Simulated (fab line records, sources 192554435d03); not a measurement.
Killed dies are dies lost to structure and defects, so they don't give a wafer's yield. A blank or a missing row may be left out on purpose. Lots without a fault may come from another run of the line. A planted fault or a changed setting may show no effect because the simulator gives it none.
fab line records | flow n5_finfet | part 2 of 2: steps 24 to 30 of 30
record lots=5 wafers=15 last_day=16
route steps=1938 shown GATE_CUT@506 MOL_CONTACT_COAG@517
lots that met no fault: from a run of the same line without faults
start_h: hours from the record's first day to the start of the lot's first wafer shown | wait_h: hours since the lot's step before | " the same as in the row above | L1.1+2: a row that stands for several wafers | - no value, or no start given | * or withheld: withheld | < > ~ a bound
route shown NAME@n: a module of which the file shows steps, and the number in the route of the first | usual: mean/standard deviation of fault-free wafers | same: alike in all rows | chamber/n: place in a boat | sites: the reading at each site | _std_site: their standard deviation | _edge_site: outer sites' mean less inner sites' | radius_mm: how far each site lies from the wafer's centre | mask NAME#n: copy n | behind: the tool/chamber that last shaped the wafer | hold: why the lot was held/for how many hours/how that ended | device: the transistor (n, p or np) that didn't switch | end of line: the same wafers' tests at the end of the route | a step without rows: its recipe alone | killed: dies lost to structure and defects at the first sort, not the wafer's yield | map: a wafer's dies, x killed, . not, _ none there
set.NAME: the setting as run; set.NAME@STEP: as run at that earlier step | model.NAME: the simulator's own value behind a step, which no gauge read
lots at some steps of the route; a table a step, a row a wafer
services: from which hour (start_h, from the record's first day; less than 0 if before it) a tool's chamber was out of use, for how many hours, and why
## steps
# step N5_MOL_CONTACT_COAG_ETCH_59
# recipe chemistry=N2/H2 target=underlayer target_depth_a=130 mask_material=CAR-EUV time_s=10.4 ion_energy_ev=200 pressure_mtorr=30 source_w=840 bias_w=150 n2_flow_sccm=200 h2_flow_sccm=200 ends=cleared
# usual drypump_motor_current_A=5.7/0.38 etch_rf_on_time_s=10.29/0.18 oes_product_au=0.70/0.08 rf_vpp_V=524.3/2.1 showerhead_plenum_p_Torr=2.55/0.078 throttle_valve_pct=17.85/0.18
# columns lot.wafer tool chamber start_h wait_h drypump_motor_current_A etch_rf_on_time_s oes_product_au rf_hours_counter_h rf_vpp_V showerhead_plenum_p_Torr throttle_valve_pct
L077.1 rie_diel-01 2 106.94 0.0 4.9 9.98 0.88 0 526.3 2.61 17.58
L077.2 " 3 " " 5.6 10.30 0.61 194 526.9 2.63 18.00
L077.3 " 1 " " 6.1 9.94 0.76 52 524.1 2.56 17.70
L079.1 rie_diel-06 0 120.93 0.0 5.3 10.47 0.64 147 524.0 2.56 18.16
L079.5 " 1 " " 6.1 10.70 0.61 - 520.5 2.41 17.95
L079.6 " 0 " " 5.3 10.59 0.64 - 524.9 2.56 18.17
L087.4 rie_diel-05 2 169.30 0.0 5.8 10.05 0.76 45 524.1 2.48 17.85
L087.5 " 0 " " 5.7 10.40 0.68 - 525.4 2.59 17.63
L087.6 " 1 " " 5.9 10.17 0.78 - 522.1 2.47 17.85
L088.2 rie_diel-06 0 171.87 0.0 5.3 10.57 0.64 154 524.9 2.56 18.14
L088.5 " 1 " " 6.2 10.82 0.60 - 522.2 2.41 17.99
L088.6 " 0 " " 5.3 10.54 0.64 - 524.8 2.56 18.17
L090.4 rie_diel-05 0 184.47 0.0 5.7 10.41 0.67 99 525.3 2.58 17.63
L090.5 " 1 " " 5.9 10.25 0.76 - 521.0 2.47 17.85
L090.6 " 2 " " 5.8 10.14 0.75 - 523.3 2.47 17.87
# step N5_MOL_CONTACT_COAG_ETCH_105
# recipe chemistry=CF4 target=SiARC target_depth_a=156 mask_material=CAR-EUV time_s=26 ion_energy_ev=80 pressure_mtorr=40 source_w=545 bias_w=36 Ar_flow_sccm=100 cf4_flow_sccm=100 ends=cleared
# usual drypump_motor_current_A=5.7/0.38 etch_rf_on_time_s=25.7/0.44 oes_product_au=0.70/0.079 rf_vpp_V=184.4/1.1 showerhead_plenum_p_Torr=2.15/0.058 throttle_valve_pct=15.56/0.22
# columns lot.wafer tool chamber start_h wait_h drypump_motor_current_A etch_rf_on_time_s oes_product_au rf_hours_counter_h rf_vpp_V showerhead_plenum_p_Torr throttle_valve_pct
L077.1 rie_diel-01 2 106.96 0.0 4.9 25.0 0.89 0 185.9 2.18 15.19
L077.2 " 3 " " 5.6 25.8 0.60 194 185.3 2.22 15.83
L077.3 " 1 " " 6.1 24.8 0.76 52 185.2 2.18 15.55
L079.1 rie_diel-06 0 120.95 0.0 5.3 25.9 0.65 147 184.8 2.15 15.77
L079.5 " 1 " " 6.2 26.6 0.61 - 181.8 2.05 15.69
L079.6 " 0 " " 5.4 26.0 0.64 - 184.4 2.15 15.77
L087.4 rie_diel-05 2 169.32 0.0 5.8 25.3 0.76 45 184.8 2.09 15.65
L087.5 " 0 " " 5.8 25.7 0.68 - 185.5 2.16 15.22
L087.6 " 1 " " 5.8 25.8 0.77 - 183.1 2.08 15.51
L088.2 rie_diel-06 0 171.89 0.0 5.3 25.7 0.65 154 185.8 2.14 15.78
L088.5 " 1 " " 6.1 26.7 0.61 - 184.2 2.05 15.72
L088.6 " 0 " " 5.3 26.0 0.65 - 184.6 2.14 15.78
L090.4 rie_diel-05 0 184.49 0.0 5.7 25.9 0.68 99 184.9 2.16 15.25
L090.5 " 1 " " 5.9 25.9 0.76 - 181.4 2.08 15.54
L090.6 " 2 " " 5.8 25.3 0.75 - 183.6 2.09 15.66
# step N5_MOL_CONTACT_COAG_ETCH_106
# recipe chemistry=N2/H2 target=SOC target_depth_a=800 overetch_a=160 mask_material=SiARC temp_c=40 time_s=120 ion_energy_ev=200 pressure_mtorr=30 source_w=840 bias_w=150 n2_flow_sccm=200 h2_flow_sccm=200
# usual drypump_motor_current_A=5.7/0.38 oes_product_au=0.73/0.079 rf_vpp_V=524.1/2.3 showerhead_plenum_p_Torr=2.55/0.078 throttle_valve_pct=17.82/0.18
# columns lot.wafer tool chamber start_h wait_h drypump_motor_current_A oes_product_au rf_hours_counter_h rf_vpp_V showerhead_plenum_p_Torr throttle_valve_pct
L077.1 rie_diel-01 2 106.99 0.0 4.9 0.90 0 524.9 2.61 17.57
L077.2 " 3 " " 5.6 0.63 194 525.4 2.63 17.97
L077.3 " 1 " " 6.1 0.78 52 524.8 2.56 17.67
L079.1 rie_diel-06 0 120.98 0.0 5.3 0.67 147 523.7 2.56 18.13
L079.5 " 1 " " 6.2 0.65 - 518.7 2.41 17.94
L079.6 " 0 " " 5.3 0.68 - 524.6 2.56 18.11
L087.4 rie_diel-05 2 169.35 0.0 5.8 0.79 45 521.2 2.48 17.83
L087.5 " 0 " " 5.8 0.71 - 523.9 2.59 17.58
L087.6 " 1 " " 5.9 0.80 - 522.9 2.47 17.81
L088.2 rie_diel-06 0 171.92 0.0 5.3 0.67 154 525.0 2.56 18.14
L088.5 " 1 " " 6.2 0.64 - 519.8 2.41 17.96
L088.6 " 0 " " 5.3 0.67 - 526.0 2.56 18.15
L090.4 rie_diel-05 0 184.52 0.0 5.7 0.70 99 523.7 2.58 17.62
L090.5 " 1 " " 5.9 0.79 - 522.0 2.47 17.83
L090.6 " 2 " " 5.8 0.78 - 520.9 2.47 17.84
# step N5_MOL_CONTACT_COAG_STRIP_107
# recipe chemistry=N2/H2 temp_c=40 n2_flow_sccm=200 h2_flow_sccm=200 rf_frequency_hz=6e+07
# columns lot.wafer tool chamber start_h wait_h
L077.1+2+3 rie_diel-01 2,3,1 107.07 0.0
L079.1+5+6 rie_diel-06 0,1,0 121.06 0.0
L087.4+5+6 rie_diel-05 2,0,1 169.43 0.0
L088.2+5+6 rie_diel-06 0,1,0 172.00 0.0
L090.4+5+6 rie_diel-05 0,1,2 184.60 0.0
# step N5_MOL_CONTACT_COAG_STRIP_108
# recipe chemistry=N2/H2 temp_c=40 n2_flow_sccm=200 h2_flow_sccm=200 rf_frequency_hz=6e+07
# columns lot.wafer tool chamber start_h wait_h
L077.1+2+3 rie_diel-01 2,3,1 107.08 0.0
L079.1+5+6 rie_diel-06 0,1,0 121.07 0.0
L087.4+5+6 rie_diel-05 2,0,1 169.44 0.0
L088.2+5+6 rie_diel-06 0,1,0 172.01 0.0
L090.4+5+6 rie_diel-05 0,1,2 184.61 0.0
# step N5_MOL_CONTACT_COAG_CONTACT_ETCH_14
# recipe chemistry=C4F6/O2 target=SiO2 target_depth_a=275 overetch_a=85 mask_material=SOC pressure_mtorr=30 source_w=370 bias_w=185 Ar_flow_sccm=300 C4F6_flow_sccm=16 O2_flow_sccm=10 time_s=20 ion_energy_ev=259.6
# usual drypump_motor_current_A=5.7/0.38 oes_ar_750_au=0.82/0.088 oes_product_au=0.69/0.074 rf_vpp_V=693.0/2.8 showerhead_plenum_p_Torr=2.88/0.08 throttle_valve_pct=21.23/0.19
# columns lot.wafer tool chamber start_h wait_h drypump_motor_current_A oes_ar_750_au oes_product_au rf_hours_counter_h rf_vpp_V showerhead_plenum_p_Torr throttle_valve_pct
L077.1 rie_diel-01 2 107.09 0.0 4.9 1.03 0.87 0 695.3 2.95 20.97
L077.2 " 3 " " 5.6 0.71 0.60 194 695.4 2.98 21.44
L077.3 " 1 " " 6.1 0.88 0.74 52 694.6 2.93 21.31
L079.1 rie_diel-06 0 121.08 0.0 5.3 0.76 0.65 147 692.8 2.87 21.39
L079.5 " 1 " " 6.2 0.72 0.62 - 686.7 2.75 21.35
L079.6 " 0 " " 5.3 0.76 0.64 - 693.6 2.87 21.39
L087.4 rie_diel-05 2 169.45 0.0 5.8 0.89 0.75 45 689.2 2.80 21.28
L087.5 " 0 " " 5.7 0.79 0.67 - 692.1 2.92 20.96
L087.6 " 1 " " 5.9 0.88 0.77 - 691.6 2.79 21.21
L088.2 rie_diel-06 0 172.02 0.0 5.3 0.75 0.63 154 692.1 2.87 21.40
L088.5 " 1 " " 6.1 0.72 0.60 - 687.6 2.75 21.36
L088.6 " 0 " " 5.4 0.76 0.64 - 693.4 2.87 21.39
L090.4 rie_diel-05 0 184.62 0.0 5.8 0.79 0.68 99 694.3 2.92 20.97
L090.5 " 1 " " 5.9 0.87 0.75 - 689.6 2.79 21.21
L090.6 " 2 " " 5.8 0.88 0.74 - 690.2 2.79 21.31
# step N5_MOL_CONTACT_COAG_STRIP_109
# recipe chemistry=C4F6/O2 resist=SiARC rf_frequency_hz=6e+07
# columns lot.wafer tool chamber start_h wait_h
L077.1+2+3 rie_diel-01 2,3,1 107.12 0.0
L079.1+5+6 rie_diel-06 0,1,0 121.10 0.0
L087.4+5+6 rie_diel-05 2,0,1 169.47 0.0
L088.2+5+6 rie_diel-06 0,1,0 172.05 0.0
L090.4+5+6 rie_diel-05 0,1,2 184.65 0.0
## services
# columns tool chamber start_h hours kind
ald_sin-04 2 82.36 6.0 repair
euv_scanner-01 - 88.36 1.0 pm
rie_diel-05 1 89.71 3.3 repair
rie_metal-03 0 90.55 4.2 repair
euv_scanner-02 - 93.17 4.6 pm
cmp-02 - 95.02 0.8 repair
rie_diel-06 3 100.54 10.5 repair
euv_scanner-02 - 110.68 1.0 pm
rie_metal-01 - 111.09 28.1 pm
euv_scanner-01 - 115.45 0.5 repair
cmp-03 - 116.87 4.2 pm
euv_scanner-02 - 119.63 2.8 repair
rie_diel-06 - 125.58 28.1 pm
cmp-03 - 126.97 0.4 repair
rie_diel-01 2 128.72 2.3 repair
wet_bench-04 - 128.90 2.4 repair
euv_scanner-02 - 132.35 12.0 pm
euv_scanner-01 - 144.51 1.0 pm
ald_sin-03 1 155.05 4.3 repair
ald_sin-04 3 161.32 9.1 repair
cmp-02 - 161.40 8.3 pm
cmp-01 - 164.60 2.4 repair
euv_scanner-02 - 166.83 1.0 pm
ald_sin-01 - 178.60 14.0 pm
